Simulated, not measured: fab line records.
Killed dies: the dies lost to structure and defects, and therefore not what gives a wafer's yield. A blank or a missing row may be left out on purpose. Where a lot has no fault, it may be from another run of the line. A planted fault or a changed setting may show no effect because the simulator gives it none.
fab line records | flow n5_finfet
record lots=5 | wafers=15 | last_day=17
route steps=1938 shown BEOL_M1@785 BEOL_M4@1111
lots untouched by any fault: they come from a run of this same line in which no faults occurred
start_h: the number of hours between the record's first day and the start of the first shown wafer of the lot | wait_h: hours since the lot's step before | " the same as in the row above | L1.1+2: a row that stands for several wafers | - value missing, or start not given | * or withheld: withheld | < > ~ a bound
route shown NAME@n: NAME is a module with steps in the file, n the number in the route of the first one | usual: mean and standard deviation over wafers with no fault | same: alike in all rows | chamber/n: place in a boat | sites: the reading at each site | _std_site: the standard deviation of these | _edge_site: inner sites' mean taken away from outer sites' mean | radius_mm: for every site, how far away it sits from the centre of the wafer | mask NAME#n: copy n | behind: the most recent tool/chamber to have shaped the wafer | hold: why the lot was held/for how many hours/how that ended | device: which transistor (n, p or np) failed to switch | end of line: tests of these same wafers at the route's end | a step with no rows: only its recipe | killed: count of dies lost to structure and defects at first sort (not the wafer's yield) | map: a wafer's dies, x killed, . not, _ none there
set.NAME: the setting as run; set.NAME@STEP: as run at that earlier step | model.NAME: the simulator's own value behind a step, which no gauge read
certain route steps with their lots: each step a table, each wafer a row
services: from which hour (start_h, from the record's first day; less than 0 if before it) a tool's chamber was out of use, for how many hours, and why
## steps
# step N5_BEOL_M1_DEVELOP_27
# recipe develop_time_s=30 | developer=TMAH | resist=CAR-EUV | rinse_liquid=surfactant_rinse | dry=air_spin | dev_temp_c=23
# step N5_BEOL_M1_DESCUM_33
# recipe chemistry=O2 | time_s=7 | source_power_w=50 | bias_power_w=20 | pressure_mtorr=20 | rf_frequency_hz=2.712e+07 | temp_c=40 | resist=CAR-EUV | o2_flow_sccm=225
# step N5_BEOL_M1_ETCH_77
# recipe chemistry=N2/H2 | target=underlayer | target_depth_a=65 | mask_material=CAR-EUV | time_s=5.2 | ion_energy_ev=200 | pressure_mtorr=30 | source_w=840 | bias_w=150 | n2_flow_sccm=200 | h2_flow_sccm=200 | ends=cleared
# step N5_BEOL_M1_ETCH_69
# recipe chemistry=CF4 | target=SiARC | target_depth_a=156 | mask_material=CAR-EUV | time_s=26 | ion_energy_ev=80 | pressure_mtorr=40 | source_w=545 | bias_w=36 | Ar_flow_sccm=100 | cf4_flow_sccm=100 | ends=cleared
# step N5_BEOL_M1_ALD_98
# recipe material=SiO2 | target_thk_a=25 | temp_c=100 | ald_precursor_family=BDEAS | ald_co_reactant=O2-plasma | pulse_time_s=1 | co_reactant_pulse_time_s=1 | purge_time_s=2 | co_reactant_purge_time_s=2 | ald_cycles=17 | pressure_torr=2
# step N5_BEOL_M1_ETCHBACK_99
# recipe chemistry=CHF3 | target=SiO2 | target_depth_a=50 | time_s=10.4 | source_w=215 | bias_w=47 | Ar_flow_sccm=200 | CHF3_flow_sccm=12 | ion_energy_ev=100 | pressure_mtorr=30
# step N5_BEOL_M1_ETCH_70
# recipe chemistry=N2/H2 | target=SOC | target_depth_a=800 | overetch_a=160 | mask_material=SiARC | temp_c=40 | time_s=120 | ion_energy_ev=200 | pressure_mtorr=30 | source_w=840 | bias_w=150 | n2_flow_sccm=200 | h2_flow_sccm=200
# step N5_BEOL_M1_STRIP_71
# recipe chemistry=N2/H2 | temp_c=40 | n2_flow_sccm=200 | h2_flow_sccm=200 | rf_frequency_hz=6e+07
# step N5_BEOL_M1_STRIP_78
# recipe chemistry=N2/H2 | temp_c=40 | n2_flow_sccm=200 | h2_flow_sccm=200 | rf_frequency_hz=6e+07
# step N5_BEOL_M1_VIA_ETCH_34
# recipe chemistry=C4F6/O2 | target_depth_a=678 | mask_material=SOC | pressure_mtorr=15 | ion_energy_ev=250 | taper_deg=4 | time_s=64.4 | source_w=350 | bias_w=170 | Ar_flow_sccm=300 | C4F6_flow_sccm=10 | O2_flow_sccm=10
# usual C4F6_flow_sccm=10.004/0.028 | drypump_motor_current_A=5.7/0.52 | oes_product_au=0.81/0.089 | rf_vpp_V=664/8.4 | showerhead_plenum_p_Torr=2.82/0.09 | throttle_valve_pct=30.59/0.23
lot.wafer | tool        | chamber | start_h | wait_h | C4F6_flow_sccm | drypump_motor_current_A | oes_product_au | rf_hours_counter_h | rf_vpp_V | showerhead_plenum_p_Torr | throttle_valve_pct | model.etch.depth_nm | model.SOC_of_BEOL_M1_COAT_67.thk_nm
L482.1    | rie_diel-01 | 3       | 191.17  | 0.0    | 9.976          | 4.6                     | 0.82           | 93                 | 666      | 2.74                     | 30.37              | 68.33               | 52.2
L482.2    | "           | 1       | "       | "      | 9.979          | 5.8                     | 0.75           | 151                | 653      | 2.72                     | 30.32              | 67.1                | 52.4
L482.6    | "           | 1       | "       | "      | 10.009         | 5.8                     | 0.75           | -                  | 652      | 2.72                     | 30.30              | 66.91               | 52.4
L486.4    | rie_diel-01 | 1       | 198.97  | 0.0    | 9.979          | 5.7                     | 0.66           | 154                | 653      | 2.72                     | 30.29              | 55.9                | 53.2
L486.5    | "           | 3       | "       | "      | 9.983          | 4.7                     | 0.82           | -                  | 665      | 2.74                     | 30.37              | 67.8                | 52
L486.6    | "           | 0       | "       | "      | 10.009         | 5.7                     | 0.74           | -                  | 679      | 2.97                     | 31.00              | 66.59               | 52.2
L487.2    | rie_diel-01 | 0       | 214.54  | 0.0    | 9.969          | 5.8                     | 0.66           | 157                | 677      | 2.96                     | 30.99              | 56.2                | 53.4
L487.3    | "           | 1       | "       | "      | 10.009         | 5.8                     | 0.74           | 157                | 652      | 2.72                     | 30.32              | 66.66               | 52.4
L487.6    | "           | 2       | "       | "      | 9.989          | 5.0                     | 0.81           | -                  | 663      | 2.76                     | 30.49              | 68.38               | 52
L488.2    | rie_diel-01 | 3       | 218.56  | 0.0    | 10.020         | 4.7                     | 0.74           | 102                | 665      | 2.74                     | 30.36              | 57.44               | 53.4
L488.4    | "           | 1       | "       | "      | 9.965          | 5.8                     | 0.67           | 159                | 653      | 2.72                     | 30.28              | 56.13               | 53.6
L488.5    | "           | 2       | "       | "      | 9.983          | 4.9                     | 0.81           | -                  | 663      | 2.76                     | 30.48              | 67.91               | 52.2
L493.2    | rie_diel-06 | 0       | 248.32  | 0.0    | 10.054         | 5.8                     | 0.91           | 36                 | 658      | 2.78                     | 30.40              | 69.05               | 52.2
L493.3    | "           | 1       | "       | "      | 10.012         | 6.6                     | 0.85           | 68                 | 682      | 2.99                     | 30.87              | 67.62               | 52.4
L493.5    | "           | 0       | "       | "      | 10.008         | 5.8                     | 0.90           | -                  | 659      | 2.78                     | 30.41              | 69.41               | 52
# step N5_BEOL_M1_STRIP_83
# recipe chemistry=C4F6/O2 | resist=SiARC | rf_frequency_hz=6e+07
# step N5_BEOL_M4_RC_MEAS_101
# usual DIBL_N=35.9/1.3 | DIBL_P=35.9/1.6 | IOFF_N=0.156/0.022 | IOFF_P=0.205/0.023 | ION_N=675/9 | ION_P=463/5.6 | SS_N=71.4/0.57 | SS_P=73.1/0.52 | VT_N=249.7/2.8 | VT_P=-250.2/2.5
lot.wafer | tool      | chamber | start_h | wait_h | DIBL_N[mV/V] | DIBL_P[mV/V] | IOFF_N[nA/um] | IOFF_P[nA/um] | ION_N[uA/um] | ION_P[uA/um] | SS_N[mV/dec] | SS_P[mV/dec] | VT_N[mV] | VT_P[mV]
L482.1    | prober-01 | 0       | 225.57  | 0.0    | 37.9         | 37.4         | 0.188         | 0.236         | 692          | 469          | 71.6         | 73.8         | 248.8    | -246.2
L482.2    | "         | 0       | "       | "      | 35.0         | 34.0         | 0.141         | 0.190         | 678          | 467          | 70.9         | 72.8         | 251.5    | -251.7
L482.6    | "         | 0       | "       | "      | 35.1         | 34.1         | 0.135         | 0.189         | 668          | 458          | 70.7         | 73.1         | 251.8    | -250.8
L486.4    | prober-02 | 0       | 236.36  | 0.5    | 35.5         | 35.0         | 0.156         | 0.224         | 672          | 477          | 71.5         | 73.0         | 248.9    | -246.1
L486.5    | "         | 0       | "       | "      | 35.9         | 35.3         | 0.160         | 0.226         | 675          | 469          | 72.8         | 72.4         | 250.4    | -247.3
L486.6    | "         | 0       | "       | "      | 36.7         | 35.7         | 0.162         | 0.224         | 676          | 466          | 71.8         | 72.9         | 248.6    | -246.2
L487.2    | prober-02 | 0       | 256.28  | 0.2    | 35.5         | 35.1         | 0.161         | 0.198         | 677          | 462          | 71.2         | 73.3         | 246.3    | -249.9
L487.3    | "         | 0       | "       | "      | 34.1         | 33.2         | 0.140         | 0.182         | 677          | 461          | 70.5         | 72.6         | 249.6    | -252.2
L487.6    | "         | 0       | "       | "      | 35.0         | 33.8         | 0.152         | 0.180         | 669          | 455          | 70.8         | 72.4         | 249.4    | -252.6
L488.2    | prober-01 | 0       | 258.29  | 0.2    | 35.4         | 35.6         | 0.153         | 0.177         | 673          | 460          | 71.6         | 73.5         | 250.0    | -257.6
L488.4    | "         | 0       | "       | "      | 33.6         | 33.7         | 0.124         | 0.152         | 664          | 455          | 70.2         | 72.4         | 253.4    | -254.0
L488.5    | "         | 0       | "       | "      | 35.7         | 36.0         | 0.155         | 0.181         | 676          | 458          | 71.3         | 73.0         | 251.8    | -253.1
L493.2    | prober-01 | 0       | 302.94  | 0.2    | 34.1         | 35.3         | 0.140         | 0.187         | 669          | 453          | 71.1         | 72.6         | 250.7    | -250.7
L493.3    | "         | 0       | "       | "      | 32.8         | 34.4         | 0.122         | 0.172         | 664          | 456          | 71.0         | 72.3         | 252.6    | -252.9
L493.5    | "         | 0       | "       | "      | 34.4         | 35.5         | 0.141         | 0.191         | 665          | 456          | 71.6         | 73.1         | 251.8    | -251.7
## services
tool        | chamber | start_h | hours | kind
rie_diel-01 | -       | 231.04  | 0.4   | repair
## key
first_sign none at tools or gauges
model_effect step=N5_BEOL_M1_VIA_ETCH_34 | value=etch.depth_nm | without=66.78 | struck=56.42
met_at N5_BEOL_M1_VIA_ETCH_34
struck_wafers L486.4,L487.2,L488.2,L488.4
onset_between 191.17 198.97
fault kind=process_parameter_drift | tool=rie_diel-01 | chamber=- | onset_h=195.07 | steps=N5_BEOL_M1_VIA_ETCH_34 | channel=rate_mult | offset=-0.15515 | shape=step | end_h=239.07 | scope=struck_wafers_only
